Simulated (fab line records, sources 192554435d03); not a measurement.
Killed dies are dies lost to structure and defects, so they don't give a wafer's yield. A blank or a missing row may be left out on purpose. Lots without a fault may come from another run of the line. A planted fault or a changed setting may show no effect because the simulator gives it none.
fab line records | flow n5_finfet
record lots=6 wafers=18 last_day=17
route steps=1938 shown BEOL_M3@978 PASSIVATION@1936
lots that met no fault: from a run of the same line without faults
start_h: hours from the record's first day to the start of the lot's first wafer shown | wait_h: hours since the lot's step before | " the same as in the row above | L1.1+2: a row that stands for several wafers | - no value, or no start given | * or withheld: withheld | < > ~ a bound
route shown NAME@n: a module of which the file shows steps, and the number in the route of the first | usual: mean/standard deviation of fault-free wafers | same: alike in all rows | chamber/n: place in a boat | sites: the reading at each site | _std_site: their standard deviation | _edge_site: outer sites' mean less inner sites' | radius_mm: how far each site lies from the wafer's centre | mask NAME#n: copy n | behind: the tool/chamber that last shaped the wafer | hold: why the lot was held/for how many hours/how that ended | device: the transistor (n, p or np) that didn't switch | end of line: the same wafers' tests at the end of the route | a step without rows: its recipe alone | killed: dies lost to structure and defects at the first sort, not the wafer's yield | map: a wafer's dies, x killed, . not, _ none there
set.NAME: the setting as run; set.NAME@STEP: as run at that earlier step | model.NAME: the simulator's own value behind a step, which no gauge read
lots at some steps of the route; a table a step, a row a wafer
services: from which hour (start_h, from the record's first day; less than 0 if before it) a tool's chamber was out of use, for how many hours, and why
## steps
# step N5_BEOL_M3_STRIP_83
# recipe chemistry=C4F6/O2 resist=SiARC rf_frequency_hz=6e+07
# step N5_BEOL_M3_STRIP_36
# recipe chemistry=N2/H2 power_w=450 temp_c=40 pressure_mtorr=20 rf_frequency_hz=6e+07 overash_fraction=0.3 bias_power_w=7 h2_frac=0.5 n2_flow_sccm=200 h2_flow_sccm=200
# usual drypump_motor_current_A=5.6/0.51 oes_product_au=0.79/0.089 rf_vpp_V=59.3/1.3 showerhead_plenum_p_Torr=2.52/0.11 throttle_valve_pct=23.6/0.34
# columns lot.wafer tool chamber start_h wait_h drypump_motor_current_A oes_product_au rf_hours_counter_h rf_vpp_V showerhead_plenum_p_Torr throttle_valve_pct
L821.1 rie_diel-02 2 168.08 0.0 5.7 0.84 72 59.1 2.45 23.7
L821.4 " 0 " " 5.7 0.74 - 58.9 2.36 24.2
L821.5 " 2 " " 5.7 0.85 - 61.3 2.45 23.7
L827.1 rie_diel-06 3 206.85 0.0 4.7 0.82 100 58.1 2.55 23.4
L827.4 " 2 " " 4.7 0.69 235 58.5 2.50 24.1
L827.5 " 1 " " 5.4 0.79 - 59.0 2.64 23.1
L834.1 rie_diel-06 0 250.18 0.0 6.2 0.68 239 57.6 2.41 24.2
L834.3 " 1 " " 5.4 0.74 118 60.9 2.63 23.2
L834.4 " 3 " " 4.7 0.81 - 57.8 2.54 23.5
L836.1 rie_diel-02 0 258.76 0.0 5.7 0.73 165 58.1 2.35 24.3
L836.5 " 0 " " 5.7 0.74 - 61.1 2.35 24.3
L836.6 " 3 " " 6.0 0.92 - 59.6 2.61 23.3
L838.1 rie_diel-03 1 268.72 0.0 5.0 0.82 64 58.3 2.69 23.6
L838.3 " 0 " " 6.0 0.68 214 59.4 2.63 23.4
L838.4 " 0 " " 6.0 0.67 - 60.4 2.62 23.4
L840.1 rie_diel-02 3 294.77 0.0 6.0 0.90 33 60.8 2.60 23.3
L840.3 " 2 " " 5.7 0.80 114 59.7 2.43 23.7
L840.5 " 2 " " 5.7 0.80 - 59.6 2.43 23.8
# step N5_BEOL_M3_TRENCH_ETCH_37
# recipe chemistry=C4F6/O2 target_depth_a=555.55 target=SiOC time_s=29.2 ion_energy_ev=250 pressure_mtorr=30 source_w=355 bias_w=185 Ar_flow_sccm=300 C4F6_flow_sccm=10 O2_flow_sccm=10
# step N5_BEOL_M3_ETCH_41
# recipe chemistry=CH3F/O2 target=SiCN target_depth_a=299 taper_deg=2 time_s=52.5 ion_energy_ev=120 mask_material=TiN pressure_mtorr=30 source_w=395 bias_w=75 Ar_flow_sccm=150 CH3F_flow_sccm=30 O2_flow_sccm=20
# step N5_BEOL_M3_STRIP_97
# recipe chemistry=N2/H2 time_s=10 power_w=450 temp_c=40 pressure_mtorr=20 rf_frequency_hz=6e+07 bias_power_w=7 n2_flow_sccm=200 h2_flow_sccm=200
# step N5_BEOL_M3_OCD_MEAS_38
# usual trench_depth_nm=54.7/0.96
# columns lot.wafer tool chamber start_h wait_h trench_depth_nm
L821.1 ocd-02 - 168.28 - 55.0
L821.4 " - " " 53.6
L821.5 " - " " 54.8
L827.1 ocd-01 - 207.04 - 56.8
L827.4 " - " " 53.9
L827.5 " - " " 56.9
L834.1 ocd-01 - 250.37 - 54.7
L834.3 " - " " 55.9
L834.4 " - " " 56.4
L836.1 ocd-01 - 258.95 - 54.3
L836.5 " - " " 54.6
L836.6 " - " " 54.1
L838.1 ocd-02 - 268.91 - 54.7
L838.3 " - " " 53.9
L838.4 " - " " 54.3
L840.1 ocd-02 - 294.96 - 54.7
L840.3 " - " " 54.7
L840.5 " - " " 54.9
# step N5_BEOL_M3_HM_STRIP_39
# recipe chemistry=peroxide_tin_strip material=TiN target_depth_a=250 temp_c=50 time_s=158
# step N5_BEOL_M3_SRD_40
# recipe time_s=30 temp_c=23 rinse_liquid=diw dry=ipa_marangoni
# step N5_BEOL_M3_PRECLEAN_42
# recipe chemistry=residue_remover time_s=60 temp_c=40
# step N5_BEOL_M3_SRD_43
# recipe time_s=30 temp_c=23 rinse_liquid=diw dry=ipa_marangoni
# step N5_BEOL_M3_CD_MEAS_35
# recipe target_cd_nm=18 target_cd_y_nm=21 polarity=opening
# usual cd_nm=17.8/0.46
# columns lot.wafer tool chamber start_h wait_h cd_nm
L821.1 cd_sem-01 - 168.43 0.0 18.5
L821.4 " - " " 17.6
L821.5 " - " " 17.7
L827.1 cd_sem-01 - 207.19 0.0 17.8
L827.4 " - " " 18.1
L827.5 " - " " 17.8
L834.1 cd_sem-02 - 250.54 0.0 17.7
L834.3 " - " " 17.7
L834.4 " - " " 17.6
L836.1 cd_sem-03 - 259.12 0.0 17.8
L836.5 " - " " 17.8
L836.6 " - " " 17.3
L838.1 cd_sem-01 - 269.07 0.0 17.9
L838.3 " - " " 18.5
L838.4 " - " " 17.5
L840.1 cd_sem-02 - 295.11 0.0 18.0
L840.3 " - " " 18.3
L840.5 " - " " 18.3
# step N5_BEOL_M3_DEGAS_44
# recipe ambient=vacuum temp_c=250 time_s=60
# step N5_BEOL_M3_PRE_CLEAN_45
# recipe gas=H2/He time_s=30 temp_c=250
# usual heater_power_w=340/32
# same time_s=30
# columns lot.wafer tool chamber start_h wait_h heater_power_w
L821.1 pvd_sputter-02 - 168.65 0.0 318
L821.4 " - " " 317
L821.5 " - " " 295
L827.1 pvd_sputter-03 - 207.86 0.0 344
L827.4 " - " " 394
L827.5 " - " " 346
L834.1 pvd_sputter-03 - 250.99 0.0 396
L834.3 " - " " 369
L834.4 " - " " 342
L836.1 pvd_sputter-03 - 259.59 0.0 399
L836.5 " - " " 340
L836.6 " - " " 344
L838.1 pvd_sputter-02 - 269.44 0.0 353
L838.3 " - " " 287
L838.4 " - " " 301
L840.1 pvd_sputter-02 - 295.20 0.0 292
L840.3 " - " " 326
L840.5 " - " " 332
# step N5_BEOL_M3_ALD_84
# recipe material=TaN target_thk_a=* temp_c=275 ald_precursor_family=PDMAT ald_co_reactant=NH3 pressure_torr=3 carrier_flow_sccm=1500 pulse_time_s=2 purge_time_s=3 co_reactant_purge_time_s=2 co_reactant_pulse_time_s=3 ald_cycles=30 precursor_vessel_temp_c=75 precursor_vessel_pressure_torr=26.25 precursor_vessel_carrier_sccm=1000
# step N5_BEOL_M3_SURFACE_TREAT_85
# recipe gas=Ar time_s=* ion_energy_ev=* ion_current_ma_cm2=0.5 pressure_mtorr=* ar_flow_sccm=30
# step N5_BEOL_M3_CVD_47
# recipe material=Co target_thk_a=30 temp_c=withheld precursor=CCTBA/H2 pressure_torr=30 time_s=223.8
# step N5_BEOL_M3_SPUTTER_48
# recipe material=Cu target_thk_a=45 temp_c=-20 chamber_pressure_pa=0.07 power_w=withheld time_s=8.29
# step N5_BEOL_M3_ANNEAL_49
# recipe temp_c=400 time_s=240 ambient=vacuum
# usual heater_power_w=853/83
# same time_s=240
# columns lot.wafer tool chamber start_h wait_h heater_power_w
L821.1 pvd_sputter-02 - 171.23 0.0 730
L821.4 " - " " 770
L821.5 " - " " 729
L827.1 pvd_sputter-01 - 209.33 0.0 981
L827.4 " - " " 800
L827.5 " - " " 883
L834.1 pvd_sputter-02 - 251.76 0.0 759
L834.3 " - " " 875
L834.4 " - " " 807
L836.1 pvd_sputter-03 - 260.23 0.0 834
L836.5 " - " " 987
L836.6 " - " " 874
L838.1 pvd_sputter-02 - 270.32 0.0 800
L838.3 " - " " 867
L838.4 " - " " 734
L840.1 pvd_sputter-03 - 295.92 0.0 922
L840.3 " - " " 849
L840.5 " - " " 856
# step N5_BEOL_M3_SPUTTER_79
# recipe material=Cu target_thk_a=45 temp_c=-20 chamber_pressure_pa=0.07 power_w=withheld time_s=8.29
# usual throttle_valve_pct=29.7/1.1
# same time_s=8.29
# columns lot.wafer tool chamber start_h wait_h throttle_valve_pct
L821.1 pvd_sputter-02 - 171.37 0.1 30.3
L821.4 " - " " 30.3
L821.5 " - " " 30.4
L827.1 pvd_sputter-01 - 209.47 0.1 29.7
L827.4 " - " " 32.2
L827.5 " - " " 28.4
L834.1 pvd_sputter-02 - 251.90 0.1 30.4
L834.3 " - " " 29.9
L834.4 " - " " 28.2
L836.1 pvd_sputter-03 - 260.37 0.1 28.7
L836.5 " - " " 30.4
L836.6 " - " " 30.2
L838.1 pvd_sputter-02 - 270.46 0.1 27.9
L838.3 " - " " 30.3
L838.4 " - " " 30.5
L840.1 pvd_sputter-03 - 296.06 0.1 28.9
L840.3 " - " " 30.1
L840.5 " - " " 30.3
# step N5_BEOL_M3_ANNEAL_80
# recipe temp_c=400 time_s=240 ambient=vacuum
# step N5_BEOL_M3_SPUTTER_81
# recipe material=Cu target_thk_a=45 temp_c=-20 chamber_pressure_pa=0.07 power_w=withheld time_s=8.29
# step N5_BEOL_M3_ANNEAL_82
# recipe temp_c=400 time_s=240 ambient=vacuum
# step N5_BEOL_M3_SPUTTER_86
# recipe material=Cu target_thk_a=45 temp_c=-20 chamber_pressure_pa=0.07 power_w=withheld time_s=8.29
# step N5_BEOL_M3_ANNEAL_87
# recipe temp_c=400 time_s=240 ambient=vacuum
# step N5_BEOL_M3_SPUTTER_88
# recipe material=Cu target_thk_a=45 temp_c=-20 chamber_pressure_pa=0.07 power_w=withheld time_s=8.29
# step N5_BEOL_M3_ANNEAL_89
# recipe temp_c=400 time_s=240 ambient=vacuum
# step N5_BEOL_M3_SPUTTER_90
# recipe material=Cu target_thk_a=45 temp_c=-20 chamber_pressure_pa=0.07 power_w=withheld time_s=8.29
# usual throttle_valve_pct=29.7/1
# same time_s=8.29
# columns lot.wafer tool chamber start_h wait_h throttle_valve_pct
L821.1 pvd_sputter-02 - 172.25 0.1 30.2
L821.4 " - " " 30.4
L821.5 " - " " 30.2
L827.1 pvd_sputter-01 - 210.35 0.1 29.4
L827.4 " - " " 32.1
L827.5 " - " " 28.2
L834.1 pvd_sputter-02 - 252.78 0.1 30.4
L834.3 " - " " 30.1
L834.4 " - " " 28.4
L836.1 pvd_sputter-03 - 261.25 0.1 28.6
L836.5 " - " " 30.5
L836.6 " - " " 29.8
L838.1 pvd_sputter-02 - 271.34 0.1 28.3
L838.3 " - " " 30.0
L838.4 " - " " 30.2
L840.1 pvd_sputter-03 - 296.94 0.1 28.4
L840.3 " - " " 30.2
L840.5 " - " " 30.2
# step N5_BEOL_M3_ANNEAL_91
# recipe temp_c=400 time_s=240 ambient=vacuum
# step N5_BEOL_M3_SPUTTER_92
# recipe material=Cu target_thk_a=45 temp_c=-20 chamber_pressure_pa=0.07 power_w=withheld time_s=8.29
# step N5_BEOL_M3_ANNEAL_93
# recipe temp_c=400 time_s=240 ambient=vacuum
# step N5_BEOL_M3_SPUTTER_94
# recipe material=Cu target_thk_a=45 temp_c=-20 chamber_pressure_pa=0.07 power_w=withheld time_s=8.29
# usual throttle_valve_pct=29.7/1
# same time_s=8.29
# columns lot.wafer tool chamber start_h wait_h throttle_valve_pct
L821.1 pvd_sputter-02 - 172.69 0.1 30.3
L821.4 " - " " 30.3
L821.5 " - " " 30.2
L827.1 pvd_sputter-01 - 210.79 0.1 29.5
L827.4 " - " " 32.1
L827.5 " - " " 28.5
L834.1 pvd_sputter-02 - 253.22 0.1 30.3
L834.3 " - " " 30.3
L834.4 " - " " 28.1
L836.1 pvd_sputter-03 - 261.69 0.1 28.8
L836.5 " - " " 30.5
L836.6 " - " " 30.3
L838.1 pvd_sputter-02 - 271.78 0.1 28.4
L838.3 " - " " 29.8
L838.4 " - " " 30.4
L840.1 pvd_sputter-03 - 297.38 0.1 28.9
L840.3 " - " " 30.2
L840.5 " - " " 30.0
# step N5_BEOL_M3_ANNEAL_95
# recipe temp_c=400 time_s=240 ambient=vacuum
# step N5_BEOL_M3_SPUTTER_96
# recipe material=Cu target_thk_a=45 temp_c=-20 chamber_pressure_pa=0.07 power_w=withheld time_s=8.29
# step N5_BEOL_M3_ECD_50
# recipe material=Cu target_thk_a=3000
# step N5_BEOL_M3_ANNEAL_51
# recipe temp_c=225 time_s=90 ambient=N2
# step N5_BEOL_M3_CMP_52
# recipe stop_on=SiOC t_overpolish_s=6.8 down_force_psi=1 platen_rpm=50 clearing_platen_down_force_psi=1.5 clearing_platen_rpm=50 post_cmp_clean=cu_alkaline target_thk_nm=40 clearing_platen_pad_velocity_m_s=0.99484 pad_velocity_m_s=0.99484
# step N5_BEOL_M3_THK_MEAS_53
# recipe thk_meas_gauge=xrf reads=Cu_of_BEOL_M3_ECD_50
# usual M3_THK=40.4/2
# columns lot.wafer tool chamber start_h wait_h M3_THK[nm]
L821.1 film_metro-01 - 173.71 - 38.7
L821.4 " - " " 41.3
L821.5 " - " " 40.3
L827.1 film_metro-01 - 211.79 - 40.4
L827.4 " - " " 43.4
L827.5 " - " " 43.2
L834.1 film_metro-01 - 254.33 - 38.8
L834.3 " - " " 38.1
L834.4 " - " " 41.1
L836.1 film_metro-02 - 262.71 - 38.5
L836.5 " - " " 41.4
L836.6 " - " " 40.2
L838.1 film_metro-01 - 272.79 - 38.8
L838.3 " - " " 38.1
L838.4 " - " " 38.7
L840.1 film_metro-02 - 298.38 - 39.7
L840.3 " - " " 39.4
L840.5 " - " " 39.5
# step N5_BEOL_M3_PRE_CLEAN_60
# recipe gas=NH3/H2 time_s=15 temp_c=* rf_power_w=300
# step N5_BEOL_M3_CO_CAP_55
# recipe material=Co target_thk_a=20 temp_c=200 precursor=CCTBA/H2 pressure_torr=30 time_s=102.1
# step N5_BEOL_M3_PRE_CLEAN_56
# recipe gas=NH3 time_s=15 temp_c=withheld rf_power_w=300
# step N5_BEOL_M3_DEP_57
# recipe material=SiCN target_thk_a=80 temp_c=withheld precursor=3MS/NH3 pressure_torr=3 rf_w=202 time_s=14
# step N5_BEOL_M3_RS_MEAS_58
# recipe thk_meas_gauge=four-point-probe reads=Co_of_BEOL_M3_CO_CAP_55+Cu_of_BEOL_M3_ECD_50+Co_of_BEOL_M3_CVD_47+TaN_of_BEOL_M3_ALD_84
# usual M3_RS=0.68/0.044
# columns lot.wafer tool chamber start_h wait_h M3_RS[ohm/sq]
L821.1 film_metro-02 - 173.97 0.0 0.72
L821.4 " - " " 0.66
L821.5 " - " " 0.68
L827.1 film_metro-02 - 212.08 0.1 0.67
L827.4 " - " " 0.61
L827.5 " - " " 0.62
L834.1 film_metro-02 - 254.59 0.0 0.71
L834.3 " - " " 0.72
L834.4 " - " " 0.66
L836.1 film_metro-02 - 262.97 0.0 0.72
L836.5 " - " " 0.66
L836.6 " - " " 0.68
L838.1 film_metro-01 - 273.12 0.0 0.72
L838.3 " - " " 0.73
L838.4 " - " " 0.72
L840.1 film_metro-01 - 298.67 0.1 0.70
L840.3 " - " " 0.70
L840.5 " - " " 0.70
# step N5_PASSIVATION_PROBE_49
# usual defect_limited_yield=91.2/1.4 killed_at_M0_to_M3=32/9.3 killed_at_M4_up=14/4.9 killed_at_contacts=15/7.5 killed_at_front_end=40/11 killed_at_other=4/3.3 killed_dies=104/17 killed_open=68/14 killed_short=33/7.9 sort_bin_5_function=5.2/0.99 sort_bin_6_memory=3.2/0.65 sort_bin_8_speed=0.03/0.19 sort_n_pass=1076/17 sort_yield_pct=91.1/1.5
# same gross_dies=1180 killed_at_back_side=0 sort_bin_4_leakage[%]=0
# columns lot.wafer tool chamber start_h wait_h defect_limited_yield[%] killed_at_M0_to_M3 killed_at_M4_up killed_at_contacts killed_at_front_end killed_at_other killed_dies killed_open killed_short sort_bin_5_function[%] sort_bin_6_memory[%] sort_bin_8_speed[%] sort_n_pass sort_yield_pct[%]
L834.1 prober-01 - 365.86 0.0 83.2 132 20 14 25 7 198 63 23 10.4 4.6 0 982 83.2
L834.3 prober-01 - 365.96 0.1 86.9 93 7 20 30 4 154 61 26 8.1 3.1 0 1026 86.9
L834.4 prober-01 - 366.01 0.2 81.4 122 13 8 50 26 219 62 23 10.9 4.5 0 961 81.4
L836.1 prober-02 - 374.93 0.0 83.7 121 9 6 47 9 192 56 22 10.0 4.1 0 988 83.7
L836.5 prober-02 - 375.13 0.2 84.3 124 6 7 45 3 185 60 27 9.5 4.7 0 995 84.3
L836.6 prober-02 - 375.18 0.3 83.1 127 9 8 54 1 199 53 35 9.7 4.6 0 981 83.1
# killed by level:class
L834.1 BEOL_M3:unspecified=106 BEOL_M4:geometric_particle:open=11 MOL_CONTACT_COAG:geometric_particle:open=10 STI_FIN_REVEAL:geometric_particle:open=7 BEOL_M2:geometric_particle:open=6 PASSIVATION:area_etch=6 BEOL_M0_SAQP:geometric_particle:open=5 BEOL_M3:geometric_particle:open=5
L834.3 BEOL_M3:unspecified=63 MOL_CONTACT_COAG:geometric_particle:open=18 BEOL_M0_SAQP:geometric_particle:short=9 STI_FIN_REVEAL:geometric_particle:open=7 BEOL_M0_SAQP:geometric_particle:open=7 BEOL_M3:geometric_particle:open=6 FIN_SAQP:geometric_particle:open=5 BEOL_M0:geometric_particle:open=4
L834.4 BEOL_M3:unspecified=94 PASSIVATION:area_etch=23 HKMG_FIN:area_etch=16 STI_FIN_REVEAL:geometric_particle:open=11 MOL_CONTACT_COAG:geometric_particle:open=7 BEOL_M4:geometric_particle:open=7 BEOL_M0_SAQP:geometric_particle:short=6 BEOL_M0_SAQP:geometric_particle:open=6
L836.1 BEOL_M3:unspecified=103 FIN_SAQP:geometric_particle:open=10 PASSIVATION:area_etch=7 STI_FIN_REVEAL:geometric_particle:open=5 ILD0:geometric_particle:open=5 MOL_CONTACT_COAG:geometric_particle:open=5 BEOL_M0_SAQP:geometric_particle:open=5 BEOL_M3:geometric_particle:open=5
L836.5 BEOL_M3:unspecified=97 FIN_SAQP:geometric_particle:open=13 FIN_SAQP:geometric_particle:short=9 BEOL_M1:geometric_particle:open=7 MOL_CONTACT_COAG:geometric_particle:open=7 STI_FIN_REVEAL:geometric_particle:open=6 ILD0:geometric_particle:open=6 BEOL_M3:geometric_particle:open=5
L836.6 BEOL_M3:unspecified=107 FIN_SAQP:geometric_particle:short=11 FIN_SAQP:geometric_particle:open=10 STI_FIN_REVEAL:geometric_particle:open=7 DUMMY_GATE:geometric_particle:short=5 MOL_CONTACT_COAG:geometric_particle:open=5 BEOL_M4:geometric_particle:open=5 GATE_CUT:geometric_particle:open=4
# map L834.4 (x killed, . not)
_________________..........xx________________
______________.......x......xxxx_____________
___________..x...........x...x.xxxx__________
__________xx.x.x.........x.......xxx_________
________xxxxx.xxxx..................xx_______
_______xxxxxxxx.x........x...........xx______
______xxxxxxxxxx....x.............x....._____
_____xxxxxxxxxxxx....................x...____
____x.xxxxxxxxxxx........x.x...x..x.......___
___..x.xxxxxxxxxx..........................__
___.x..xxxxxxxxxxx......x.................x__
__x..xxxxxxxx..xx.........x...x.........x.xx_
__..x..xxx.x..x............................x_
_.......xx...xx.....x....................x.xx
_....x..x.x.............xx.x...x.............
_.........xx.............x.....x........x....
_.......x....................................
_.........x.x.x.x...........x................
_..x.x..........x..x.........................
_.............x.............x.........x......
_......x.....x.x..................x..........
__........x..x..........xx.......x........x._
__........x....x..............x........x...x_
___x....x...........x......................__
___.....................xx....x....x.......__
____..x..................xxx...x.........x___
_____...........x.x.x...............x....____
______........x...........x..x.........._____
_______................................______
________.......x..xxx..........x..x..._______
__________.......x..........x......._________
___________.x..............x..x....__________
______________..x.........x...x._____________
_________________x......x..x.________________
# map L836.6 (x killed, . not)
_________________x..x...x....________________
______________..x......x.....x.._____________
___________...............x........__________
__________..x...x..................._________
________...........................x.x_______
_______..........x...x.........x.......______
______.................x.............x.._____
_____x.........................x.....x...____
____........x.....x...x.........x.........___
___...x.....x........x....x................__
___.......x..........x.....................__
__......................x....x...x...x.x...._
__.........x.........................x..x..._
_.x..................xx.....x.......x........
_.......x...x......x..x.x.x.x................
_.........x........x.xx.xxxx..x.x...x..x.....
_.................xxxxxxxxxxx..x.............
_........x........xxxxxxxxxx.x...............
_...............x.xxxxxxxxxxxx.x............x
_.............x...xxxxxxxxxxxxx......x.......
_xx.........x....xxxxxxxxxxxxx...............
__.x.....x.......xxxxxxxxxxx.x....x........._
__.......x.x.....xxxxxxxxxxxxx..........x..._
___...........xx...x.xxxx.x......x.........__
___...................xx...x.............x.__
____.x.....x.......x.......x..............___
_____..........x.....x.........x....xx...____
______.................x......x.x......._____
_______.x....x........x................______
________........x...x.x..............._______
__________............x........x...._________
___________.................x.x....__________
______________...............x.._____________
_________________.....x......________________
## services
# columns tool chamber start_h hours kind
rie_diel-02 3 159.07 - clean
rie_diel-02 3 159.07 - consumable_replace:focus_ring
rie_diel-06 0 163.38 9.6 repair
rie_diel-02 1 245.26 - clean
rie_diel-02 1 245.26 - consumable_replace:focus_ring
rie_diel-02 1 245.26 17.8 scheduled_down
rie_diel-02 1 245.26 17.8 vent_cycle
rie_diel-03 3 257.80 - clean
rie_diel-03 3 257.80 - consumable_replace:focus_ring
rie_diel-03 3 257.80 - consumable_replace:showerhead
rie_diel-03 3 257.80 16.7 scheduled_down
rie_diel-06 2 262.16 - clean
rie_diel-06 2 262.16 - consumable_replace:focus_ring
rie_diel-06 2 262.16 25.1 scheduled_down
rie_diel-06 2 262.16 25.1 vent_cycle
rie_diel-03 0 274.83 3.8 repair
rie_diel-06 3 276.39 6.5 repair
rie_diel-02 3 277.39 11.6 repair
rie_diel-06 0 287.31 - clean
rie_diel-06 0 287.31 - consumable_replace:focus_ring
rie_diel-06 0 287.31 - consumable_replace:showerhead
rie_diel-06 0 287.31 19.2 scheduled_down
rie_diel-06 0 287.31 19.2 vent_cycle
rie_diel-06 3 289.56 18.8 repair
## key
first_sign step=N5_PASSIVATION_PROBE_49 reading=killed_at_M0_to_M3 direction=up sigmas=9.5 usual=32 struck=120
effect step=N5_PASSIVATION_PROBE_49 reading=defect_limited_yield direction=down sigmas=5.1 usual=91.2 struck=83.8
more_kills_born_at N5_BEOL_M3_PRE_CLEAN_45@pvd_sputter-03=570
met_at N5_BEOL_M3_PRE_CLEAN_45
struck_wafers L834.1,L834.3,L834.4,L836.1,L836.5,L836.6
baseline_loss step=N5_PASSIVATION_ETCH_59 wafers=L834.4
onset_between 207.86 250.99
fault kind=chamber_particle_source tool=pvd_sputter-03 chamber=- onset_h=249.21 steps=N5_BEOL_M3_PRE_CLEAN_45 rate_per_visit_cm2=0.50405 end_h=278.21
# baseline_loss: these wafers lose ten dies or more at that step, a loss of the line's own and not of a fault; the sort's usual values leave them out
